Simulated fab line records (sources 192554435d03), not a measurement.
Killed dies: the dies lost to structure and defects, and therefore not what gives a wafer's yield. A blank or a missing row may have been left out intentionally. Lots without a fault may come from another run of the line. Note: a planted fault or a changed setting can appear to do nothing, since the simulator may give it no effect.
fab line records | flow n5-finfet
[record] lots = 10 wafers = 29 last-day = 17
route steps=1938 shown BEOL_M11@1553
lots untouched by any fault: they come from a run of this same line in which no faults occurred
start-h: start of the lot's first displayed wafer, in hours after the record's first day | wait-h: time in hours since the lot's previous step | " repeats the value in the row above | L1.1+2: a single row standing in for several wafers | - no value, or no start given | * or withheld: withheld | < > ~ a bound
route shown NAME@n: NAME is a module with steps in the file, n the number in the route of the first one | usual: mean and standard deviation over wafers with no fault | same: alike in all rows | chamber/n: place in a boat | sites: the reading at each site | _std_site: how widely they spread, as a standard deviation | _edge_site: inner sites' mean taken away from outer sites' mean | radius-mm: for every site, how far away it sits from the centre of the wafer | mask NAME#n: copy n | behind: the last tool/chamber to shape the wafer | hold: the reason the lot was held/the length of the hold in hours/how it ended | device: which transistor (n, p or np) failed to switch | end of line: the tests these same wafers got at the end of their route | a step without rows: its recipe alone | killed: dies that structure and defects cost at the first sort, which is not the same as the wafer's yield | map: shows each die of a wafer: x if killed, . if not, _ if none is there
set.NAME: the setting that was run; set.NAME@STEP: the one run at that earlier step | model.NAME: the simulator's own value behind a step, which no gauge read
one table for each step of the route and one row for each wafer, over a sample of lots
services: from which hour (start-h, from the record's first day; less than 0 if before it) a tool's chamber was out of use, for how many hours, and why
[[steps]]
[step N5_BEOL_M11_ETCH_61]
[recipe] chemistry = CF4 target = SiARC target-depth-a = 390 mask-material = CAR-ArF time-s = 65 ion-energy-ev = 80 pressure-mtorr = 40 source-w = 545 bias-w = 36 Ar_flow_sccm = 100 cf4-flow-sccm = 100 ends = cleared
[usual] chamber-pressure-mTorr = 40.00/0.04 drypump-motor-current-A = 5.9/0.39 etch-rf-on-time-s = 65.5/1.6 mfc-ar-sccm = 100.0/0.33 oes-product-au = 0.68/0.071 rf-vpp-V = 184.3/1.1 showerhead-plenum-p-Torr = 2.16/0.066 throttle-valve-pct = 15.72/0.17
// columns lot.wafer tool chamber start-h wait-h chamber-pressure-mTorr drypump-motor-current-A etch-rf-on-time-s mfc-ar-sccm oes-product-au rf-hours-counter-h rf-vpp-V showerhead-plenum-p-Torr throttle-valve-pct
L787.1 rie-diel-05 0 233.19 0.0 39.97 6.8 65.6 100.5 0.69 116 185.2 2.24 15.49
L787.4 " 2 " " 40.05 5.1 62.6 100.2 0.74 59 184.0 2.09 15.70
L787.5 " 0 " " 39.98 6.8 65.5 100.3 0.69 - 186.3 2.24 15.49
L785.2 rie-diel-03 0 233.47 0.0 40.02 5.9 65.3 99.5 0.68 106 184.4 2.16 15.67
L785.5 " 0 " " 40.03 5.9 64.8 99.7 0.69 - 184.8 2.16 15.66
L785.6 " 3 " " 40.04 5.6 66.2 100.2 0.61 - 183.9 2.14 15.82
L789.1 rie-diel-03 3 254.16 0.0 40.06 5.7 66.3 99.9 0.61 200 184.7 2.14 15.82
L789.3 " 2 " " 40.02 6.1 67.0 99.9 0.59 238 185.8 2.20 15.97
L789.4 " 1 " " 39.92 6.1 66.4 99.9 0.61 186 183.3 2.14 15.71
L788.3 rie-diel-05 2 255.97 0.0 40.04 5.0 62.5 99.6 0.73 66 183.2 2.09 15.71
L788.4 " 1 " " 40.03 5.4 64.8 100.4 0.64 159 183.3 2.04 15.56
L788.5 " 0 " " 40.05 6.8 65.7 99.8 0.68 - 184.9 2.24 15.51
L791.1 rie-diel-03 3 271.25 0.0 39.95 5.6 65.7 100.5 0.61 205 184.7 2.13 15.84
L791.3 " 1 " " 39.95 6.1 65.6 100.1 0.62 191 184.8 2.14 15.73
L791.4 " 2 " " 40.03 6.1 66.6 100.2 0.59 243 184.3 2.20 15.97
L795.2 rie-diel-03 0 304.91 0.0 40.00 5.9 65.3 99.6 0.66 127 184.1 2.16 15.71
L795.3 " 1 " " 39.98 6.1 65.8 100.1 0.61 200 184.5 2.13 15.73
L795.4 " 1 " " 39.98 6.1 65.4 99.8 0.61 - 185.1 2.13 15.76
L800.2 rie-diel-05 3 334.17 0.0 39.99 5.1 63.4 99.8 0.76 33 185.8 2.27 15.49
L800.4 " 0 " " 39.99 6.8 65.5 100.6 0.67 - 186.0 2.24 15.54
L803.3 rie-diel-05 1 342.37 0.0 39.92 5.4 65.6 100.0 0.63 176 183.1 2.03 15.61
L803.5 " 1 " " 40.02 5.4 65.4 99.7 0.64 - 183.7 2.03 15.58
L803.6 " 3 " " 40.01 5.1 63.8 99.7 0.76 - 184.6 2.26 15.48
L805.1 rie-diel-03 2 360.30 0.0 39.98 6.1 64.2 99.5 0.80 13 185.2 2.19 15.55
L805.4 " 3 " " 40.01 5.6 66.0 99.7 0.58 237 185.4 2.12 15.88
L805.6 " 0 " " 40.01 5.9 64.9 99.7 0.64 - 183.5 2.15 15.75
L806.2 rie-diel-03 2 365.61 0.0 40.01 6.1 64.4 100.0 0.80 15 185.5 2.19 15.56
L806.4 " 3 " " 40.02 5.6 66.2 100.1 0.59 238 182.6 2.12 15.91
L806.5 " 0 " " 39.98 5.9 65.2 100.4 0.64 - 183.4 2.15 15.76
[step N5_BEOL_M11_VIA_ETCH_34]
[recipe] chemistry = C4F6/O2 target = SiCOH_lowk target-depth-a = 1845 mask-material = SOC taper-deg = 4 time-s = 69.2 ion-energy-ev = 250 pressure-mtorr = 30 source-w = 345 bias-w = 185 Ar_flow_sccm = 300 C4F6_flow_sccm = 10 O2_flow_sccm = 10
[usual] chamber-pressure-mTorr = 30.001/0.03 drypump-motor-current-A = 5.8/0.48 mfc-ar-sccm = 299.9/0.91 oes-product-au = 0.80/0.081 rf-vpp-V = 672/9.9 showerhead-plenum-p-Torr = 2.88/0.1 throttle-valve-pct = 21.03/0.17
// columns lot.wafer tool chamber start-h wait-h chamber-pressure-mTorr drypump-motor-current-A mfc-ar-sccm oes-product-au rf-hours-counter-h rf-vpp-V showerhead-plenum-p-Torr throttle-valve-pct
L787.1 rie-diel-06 3 234.50 0.0 30.050 5.9 299.7 0.81 101 668 2.77 21.07
L787.4 " 2 " " 30.033 5.4 300.5 1.00 1 669 3.05 20.86
L787.5 " 1 " " 30.023 6.4 299.5 0.75 - 681 2.95 21.29
L785.2 rie-diel-05 3 234.75 0.0 30.042 5.1 299.8 0.94 12 689 3.02 20.76
L785.5 " 2 " " 30.015 5.0 301.7 0.86 - 667 2.78 21.09
L785.6 " 1 " " 29.990 5.4 301.9 0.75 - 660 2.71 20.77
L789.1 rie-diel-03 0 255.16 0.0 29.973 5.9 300.1 0.78 113 675 2.88 21.08
L789.3 " 3 " " 29.984 5.7 299.1 0.70 200 651 2.83 21.04
L789.4 " 1 " " 29.992 6.1 299.3 0.72 186 666 2.86 21.09
L788.3 rie-diel-05 2 257.55 0.0 29.988 5.0 299.0 0.85 67 668 2.78 21.12
L788.4 " 1 " " 30.018 5.4 301.5 0.75 159 660 2.71 20.79
L788.5 " 2 " " 30.035 5.0 299.7 0.85 - 667 2.78 21.12
L791.1 rie-diel-05 3 274.38 0.0 30.019 5.1 299.4 0.92 25 689 3.01 20.77
L791.3 " 2 " " 30.043 5.0 299.3 0.84 71 668 2.78 21.13
L791.4 " 1 " " 30.068 5.4 300.2 0.74 164 661 2.70 20.79
L795.2 rie-diel-03 3 307.18 0.0 29.981 5.6 299.7 0.70 215 653 2.82 21.07
L795.3 " 1 " " 29.959 6.1 299.4 0.71 202 666 2.85 21.11
L795.4 " 3 " " 29.964 5.7 301.0 0.69 - 652 2.82 21.08
L800.2 rie-diel-03 1 337.83 0.0 29.989 6.1 299.1 0.89 215 665 2.85 21.20
L800.4 " 2 " " 29.997 6.1 301.3 1.23 7 666 2.91 20.92
L803.3 rie-diel-06 2 344.64 0.0 29.994 5.4 300.0 0.88 36 669 3.03 20.90
L803.5 " 2 " " 30.002 5.4 299.5 0.88 - 670 3.03 20.89
L803.6 " 1 " " 30.043 6.4 299.5 0.71 - 681 2.93 21.37
L805.1 rie-diel-06 0 361.51 0.0 29.969 5.8 299.5 0.85 54 677 2.89 21.13
L805.4 " 1 " " 30.010 6.3 299.9 0.71 220 681 2.92 21.36
L805.6 " 3 " " 30.051 5.9 301.4 0.76 - 667 2.75 21.11
L806.2 rie-diel-06 0 366.79 0.0 29.950 5.8 298.6 0.85 56 676 2.89 21.13
L806.4 " 3 " " 30.016 5.9 300.6 0.76 147 668 2.75 21.13
L806.5 " 3 " " 30.014 5.9 298.8 0.76 - 668 2.75 21.13
[step N5_BEOL_M11_STRIP_36]
[recipe] chemistry = N2/H2 power-w = 450 temp-c = 40 pressure-mtorr = 20 rf-frequency-hz = 6e+07 overash-fraction = 0.3 bias-power-w = 7 h2-frac = 0.5 n2-flow-sccm = 200 h2-flow-sccm = 200
[usual] chamber-pressure-mTorr = 20.00/0.045 drypump-motor-current-A = 5.8/0.48 oes-product-au = 0.80/0.079 rf-vpp-V = 59.3/2.1 showerhead-plenum-p-Torr = 2.57/0.094 throttle-valve-pct = 23.8/0.34
// columns lot.wafer tool chamber start-h wait-h chamber-pressure-mTorr drypump-motor-current-A oes-product-au rf-hours-counter-h rf-vpp-V showerhead-plenum-p-Torr throttle-valve-pct
L787.1 rie-diel-06 3 234.57 0.0 20.00 5.9 0.81 101 58.0 2.47 23.7
L787.4 " 2 " " 20.02 5.5 0.96 1 61.2 2.70 23.4
L787.5 " 1 " " 20.01 6.3 0.75 - 61.9 2.66 24.6
L785.2 rie-diel-05 3 234.81 0.0 20.09 5.1 0.95 12 59.9 2.71 23.6
L785.5 " 2 " " 20.01 5.1 0.83 - 60.7 2.48 24.2
L785.6 " 1 " " 19.94 5.4 0.77 - 60.1 2.42 23.4
L789.1 rie-diel-03 0 255.23 0.0 20.00 5.9 0.79 113 57.2 2.56 23.9
L789.3 " 3 " " 20.03 5.6 0.70 200 60.3 2.51 23.6
L789.4 " 1 " " 20.01 6.1 0.74 186 61.4 2.52 23.7
L788.3 rie-diel-05 2 257.61 0.0 20.02 5.1 0.84 67 58.1 2.48 24.2
L788.4 " 1 " " 20.04 5.4 0.75 159 58.6 2.42 23.4
L788.5 " 2 " " 20.04 5.0 0.84 - 56.9 2.48 24.2
L791.1 rie-diel-05 3 274.44 0.0 20.07 5.1 0.92 25 59.1 2.71 23.6
L791.3 " 2 " " 20.08 5.1 0.83 71 57.9 2.48 24.2
L791.4 " 1 " " 19.98 5.4 0.75 164 62.0 2.42 23.4
L795.2 rie-diel-03 3 307.25 0.0 20.08 5.6 0.71 215 60.8 2.51 23.6
L795.3 " 1 " " 20.01 6.1 0.71 202 56.2 2.51 23.7
L795.4 " 3 " " 20.00 5.7 0.71 - 55.9 2.51 23.6
L800.2 rie-diel-03 1 337.89 0.0 19.93 6.1 0.71 215 57.7 2.50 23.7
L800.4 " 2 " " 20.02 6.2 0.98 7 57.6 2.60 23.6
L803.3 rie-diel-06 2 344.70 0.0 20.05 5.4 0.86 36 58.1 2.68 23.5
L803.5 " 2 " " 19.93 5.5 0.86 - 55.5 2.68 23.5
L803.6 " 1 " " 19.99 6.3 0.73 - 57.4 2.64 24.6
L805.1 rie-diel-06 0 361.57 0.0 19.95 5.8 0.85 54 58.7 2.58 23.8
L805.4 " 1 " " 20.00 6.3 0.71 220 58.0 2.64 24.6
L805.6 " 3 " " 19.98 6.0 0.78 - 57.1 2.45 23.7
L806.2 rie-diel-06 0 366.85 0.0 19.93 5.8 0.87 56 63.1 2.58 23.8
L806.4 " 3 " " 20.05 5.9 0.77 147 59.8 2.45 23.7
L806.5 " 3 " " 20.02 5.9 0.78 - 59.7 2.45 23.7
[step N5_BEOL_M11_CD_MEAS_35]
[recipe] target-cd-nm = 70 polarity = opening
[usual] cd-nm = 69.9/0.69
// columns lot.wafer tool chamber start-h wait-h cd-nm
L787.1 cd-sem-03 - 234.94 0.0 70.6
L787.4 " - " " 70.1
L787.5 " - " " 69.9
L785.2 cd-sem-02 - 235.20 0.0 71.5
L785.5 " - " " 69.9
L785.6 " - " " 72.2
L789.1 cd-sem-01 - 255.60 0.0 70.6
L789.3 " - " " 70.4
L789.4 " - " " 70.7
L788.3 cd-sem-01 - 257.99 0.0 69.2
L788.4 " - " " 70.2
L788.5 " - " " 69.2
L791.1 cd-sem-03 - 274.82 0.0 71.0
L791.3 " - " " 70.4
L791.4 " - " " 70.3
L795.2 cd-sem-02 - 307.63 0.0 69.9
L795.3 " - " " 70.8
L795.4 " - " " 69.8
L800.2 cd-sem-02 - 338.27 0.0 69.5
L800.4 " - " " 69.0
L803.3 cd-sem-03 - 345.08 0.0 70.4
L803.5 " - " " 70.1
L803.6 " - " " 70.4
L805.1 cd-sem-01 - 361.94 0.0 70.3
L805.4 " - " " 69.9
L805.6 " - " " 70.5
L806.2 cd-sem-01 - 367.23 0.0 69.8
L806.4 " - " " 68.7
L806.5 " - " " 70.2
[[services]]
// columns tool chamber start-h hours kind
rie-diel-06 2 216.82 - clean
rie-diel-06 2 216.82 - consumable-replace:focus-ring
rie-diel-06 2 216.82 - consumable-replace:showerhead
rie-diel-06 2 216.82 14.5 scheduled-down
rie-diel-06 2 216.82 14.5 vent-cycle
rie-diel-06 - 230.51 0.5 repair
rie-diel-06 2 237.70 13.5 repair
rie-diel-03 2 302.30 - clean
rie-diel-03 2 302.30 - consumable-replace:focus-ring
rie-diel-03 2 302.30 18.9 scheduled-down
rie-diel-03 2 302.30 18.9 vent-cycle
rie-diel-05 3 311.98 18.2 repair
rie-diel-05 2 324.13 30.9 repair
[[key]]
[first-sign] step = N5_BEOL_M11_VIA_ETCH_34 reading = oes-product-au direction = up sigmas = 3.2 usual = 0.80 struck = 1.06
effect none on later readings
met-at N5_BEOL_M11_VIA_ETCH_34
struck-lots L800
struck-wafers L800.2,L800.4
not-acting-at N5_BEOL_M11_ETCH_61,N5_BEOL_M11_STRIP_36,N5_BEOL_M11_CD_MEAS_35
onset-between 307.18 337.83
[fault] kind = process-parameter-drift tool = rie-diel-03 chamber = - onset-h = 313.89 steps = N5_BEOL_M11_VIA_ETCH_34 channel = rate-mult offset = 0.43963 shape = step end-h = 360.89 scope = struck-wafers-only
